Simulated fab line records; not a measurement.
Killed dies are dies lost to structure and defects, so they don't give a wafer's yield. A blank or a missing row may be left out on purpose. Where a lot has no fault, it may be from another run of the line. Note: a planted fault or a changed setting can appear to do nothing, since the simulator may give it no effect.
Split-lot experiment ; flow n5-finfet ; 21 wafers read across 7 lots, on a route 1938 steps long

THE SPLIT
At N5_MOL_CONTACT_COAG_EXPOSE_05 (exposes mask CA, defocus 0 nm), the setting dose-mj was moved away from the recipe's 38.25 on 8 of the 21 wafers read, by -5.7% to +4.7%. For the rest of the wafers, this setting stayed at what the recipe calls for.

FROM THE SPLIT TO THE READING: what the file shows between them, 2 steps
- N5_MOL_CONTACT_COAG_PEB_06: peb time 60 s
- N5_MOL_CONTACT_COAG_DEVELOP_07: develop time 30 s

THE READING
At N5_MOL_CONTACT_COAG_CD_MEAS_08: cd-nm in nanometres, against a target cd of 28 nm. On this fab line, fault-free wafers typically give 28.1 nm with a standard deviation of 0.33 nm.

wafer;tool, chamber at the split;dose-mj as run;against the recipe;cd-nm, nm;against lot-mates on the recipe
L075.2;euv-scanner-02, 0;36.49;-4.6%;27.1;-1.4
L075.4;euv-scanner-02, 0;36.49;-4.6%;27.1;-1.4
L075.5;euv-scanner-02, 0;38.25;recipe;28.5;-
L077.1;euv-scanner-01, 0;38.25;recipe;27.6;-
L077.3;euv-scanner-01, 0;38.25;recipe;27.6;-
L077.5;euv-scanner-01, 0;40.06;+4.7%;28.9;+1.3
L080.2;euv-scanner-01, 0;38.25;recipe;28.1;-
L080.5;euv-scanner-01, 0;38.25;recipe;27.6;-
L080.6;euv-scanner-01, 0;38.25;recipe;27.5;-
L085.2;euv-scanner-01, 0;38.25;recipe;28.3;-
L085.3;euv-scanner-01, 0;38.25;recipe;28.1;-
L085.4;euv-scanner-01, 0;38.25;recipe;28.2;-
L095.3;euv-scanner-01, 0;38.25;recipe;27.5;-
L095.4;euv-scanner-01, 0;38.25;recipe;27.7;-
L095.6;euv-scanner-01, 0;39.89;+4.3%;28.8;+1.2
L096.1;euv-scanner-02, 0;37.03;-3.2%;27.5;-0.7
L096.3;euv-scanner-02, 0;38.25;recipe;28.2;-
L096.4;euv-scanner-02, 0;37.03;-3.2%;26.9;-1.3
L097.3;euv-scanner-02, 0;36.07;-5.7%;27.0;-1.1
L097.4;euv-scanner-02, 0;38.25;recipe;28.1;-
L097.5;euv-scanner-02, 0;36.07;-5.7%;26.9;-1.2

THE FIT
A straight line over all 21 wafers: cd-nm changes by +0.189 nm for each +1% of dose-mj; r = +0.87; the points scatter about the line by 0.3 nm.
The same after taking each lot's own level away (the mean of its wafers on the recipe; 21 wafers): +0.26 nm for each +1%; r = +0.96; scatter 0.21 nm.
On that fit, the largest move of dose-mj shifts the reading by 1.5 nm.
Across the lots, their own levels run from 27.60 to 28.50 nm, a range of 2.7 times the standard deviation given above.
So the slope is not independent of the lot-to-lot level: the two fits are not the same.
Check: for one of the wafers moved furthest among these (-5.7%), held out of the fit, the line's prediction against its lot-mates is -1.57 nm. Against them it came out at -1.1 nm.

THE WHOLE CHAIN: every reading that the file lists as answering this split, in the file's order
step;what it does;reading;change (the file's fit);r (the file's)
N5_MOL_CONTACT_COAG_CD_MEAS_08;target cd 28 nm;cd-nm;+0.26 nm for each +1% of the setting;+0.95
N5_MOL_CONTACT_COAG_ETCH_59;etches underlayer in N2/H2, target depth 13 nm, time 10.4 s;MOL_CONTACT_COAG.cd-offset-nm (the simulator's own value, which no gauge read);+0.241 nm for each +1% of the setting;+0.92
N5_MOL_CONTACT_COAG_ETCH_105;etches SiARC in CF4, target depth 15.6 nm, time 26 s;MOL_CONTACT_COAG.cd-offset-nm (the simulator's own value, which no gauge read);+0.246 nm for each +1% of the setting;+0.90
N5_MOL_CONTACT_COAG_ETCH_106;etches SOC in N2/H2, target depth 80 nm, overetch 16 nm, time 120 s;MOL_CONTACT_COAG.cd-offset-nm (the simulator's own value, which no gauge read);+0.229 nm for each +1% of the setting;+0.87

FILE'S OWN FIT
cd-nm changes by +0.26 nm for each +1% of dose-mj, r = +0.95.
